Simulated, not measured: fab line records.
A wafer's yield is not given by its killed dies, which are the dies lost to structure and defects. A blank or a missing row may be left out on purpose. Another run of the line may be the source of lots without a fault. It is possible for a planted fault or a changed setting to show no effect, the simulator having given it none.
Split-lot study + flow n5-finfet + 7 lots, 21 wafers read, on a route of 1938 steps

## THE SPLIT
At N5_BEOL_M15_ILD_DEP_00 (deposits SiO2 from TEOS/O2, target thk 1629.3 nm, time 346.1 s), the setting temp-c was moved away from the recipe's 400 C on 8 of the 21 wafers read, by -1.0% to +1.9%. For the rest of the wafers, this setting stayed at what the recipe calls for.

The file shows no step between the split and the reading.

## THE READING
M15_ILD_THK in nanometres, read at N5_BEOL_M15_THK_MEAS_01. A value of 1621 nm with a standard deviation of 24 nm is what fault-free wafers of this fab line usually give.

| wafer  | tool, chamber at the split | temp-c as run, C | against the recipe | M15_ILD_THK, nm | against lot-mates on the recipe |
|--------|----------------------------|------------------|--------------------|-----------------|---------------------------------|
| L074.2 | pecvd-02, 1                | 400              | recipe             | 1626            | -                               |
| L074.5 | pecvd-02, 0                | 400              | recipe             | 1650            | -                               |
| L074.6 | pecvd-02, 2                | 395.8            | -1.0%              | 1658            | +20                             |
| L079.1 | pecvd-03, 0                | 400              | recipe             | 1596            | -                               |
| L079.2 | pecvd-03, 2                | 407.5            | +1.9%              | 1515            | -81                             |
| L079.6 | pecvd-03, 0                | 407.5            | +1.9%              | 1533            | -63                             |
| L080.1 | pecvd-04, 0                | 400              | recipe             | 1629            | -                               |
| L080.4 | pecvd-04, 0                | 400              | recipe             | 1651            | -                               |
| L080.5 | pecvd-04, 2                | 400              | recipe             | 1659            | -                               |
| L084.1 | pecvd-02, 2                | 400              | recipe             | 1593            | -                               |
| L084.3 | pecvd-02, 0                | 405.4            | +1.3%              | 1528            | -65                             |
| L084.6 | pecvd-02, 2                | 405.4            | +1.3%              | 1549            | -44                             |
| L087.4 | pecvd-03, 0                | 403.6            | +0.9%              | 1573            | -54                             |
| L087.5 | pecvd-03, 1                | 403.6            | +0.9%              | 1591            | -36                             |
| L087.6 | pecvd-03, 2                | 400              | recipe             | 1627            | -                               |
| L088.2 | pecvd-02, 2                | 400              | recipe             | 1595            | -                               |
| L088.4 | pecvd-02, 1                | 400              | recipe             | 1618            | -                               |
| L088.5 | pecvd-02, 0                | 400              | recipe             | 1609            | -                               |
| L091.1 | pecvd-04, 2                | 400              | recipe             | 1628            | -                               |
| L091.2 | pecvd-04, 0                | 405.5            | +1.4%              | 1553            | -82                             |
| L091.4 | pecvd-04, 0                | 400              | recipe             | 1643            | -                               |

FIT RESULTS
A straight line over all 21 wafers: M15_ILD_THK changes by -52.5 nm for each +1% of temp-c; r = -0.90; the points scatter about the line by 20 nm.
The same after taking each lot's own level away (the mean of its wafers on the recipe; 21 wafers): -39.6 nm for each +1%; r = -0.93; scatter 12 nm.
The reading moves by 74 nm for the largest change in temp-c, on that fit.
The lots' own levels span 1593.0 to 1646.3 nm, that is 2.2 times the standard deviation above.
So the lot-to-lot level changes the slope: the two fits differ.
Check: with one of the wafers moved furthest among these (+1.9%) left out of the fit, the line predicts -76.3 nm for it against its lot-mates. It came out at -81 nm against them.

## ADDITIONAL SPLITS CARRIED BY THESE WAFERS
Note: prior to the reading, these wafers also went through further splits. Each is held against what the fit with the lots' levels taken away leaves over:
| other split on the same wafers    | wafers away from the commonest value | r with M15_ILD_THK (lot level and that fit taken away) |
|-----------------------------------|--------------------------------------|--------------------------------------------------------|
| N5_BEOL_M12_TRENCH_ETCH_34 time-s | 5                                    | +0.29                                                  |
| N5_BEOL_M12_SPUTTER_44 time-s     | 5                                    | -0.34                                                  |
| N5_BEOL_M13_EXPOSE_25 dose-mj     | 6                                    | -0.40                                                  |

## THE WHOLE CHAIN: every reading that the file lists as answering this split, in the file's order
| step                    | what it does                                                   | reading                                                                             | change (the file's fit)              | r (the file's) |
|-------------------------|----------------------------------------------------------------|-------------------------------------------------------------------------------------|--------------------------------------|----------------|
| N5_BEOL_M15_ILD_DEP_00  | deposits SiO2 from TEOS/O2, target thk 1629.3 nm, time 346.1 s | SiO2_of_BEOL_M15_ILD_DEP_00.thk-nm (the simulator's own value, which no gauge read) | -41.8 nm for each +1% of the setting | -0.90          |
| N5_BEOL_M15_THK_MEAS_01 |                                                                | M15_ILD_THK                                                                         | -41.8 for each +1% of the setting    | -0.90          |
| N5_BEOL_M15_VIA_ETCH_16 | etches SiO2 in C4F8/O2/Ar, target depth 1792.2 nm              | etch.depth-nm (the simulator's own value, which no gauge read)                      | -41.7 nm for each +1% of the setting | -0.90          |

## THE FILE'S OWN FIT
M15_ILD_THK changes by -41.8 nm for each +1% of temp-c, r = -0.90.
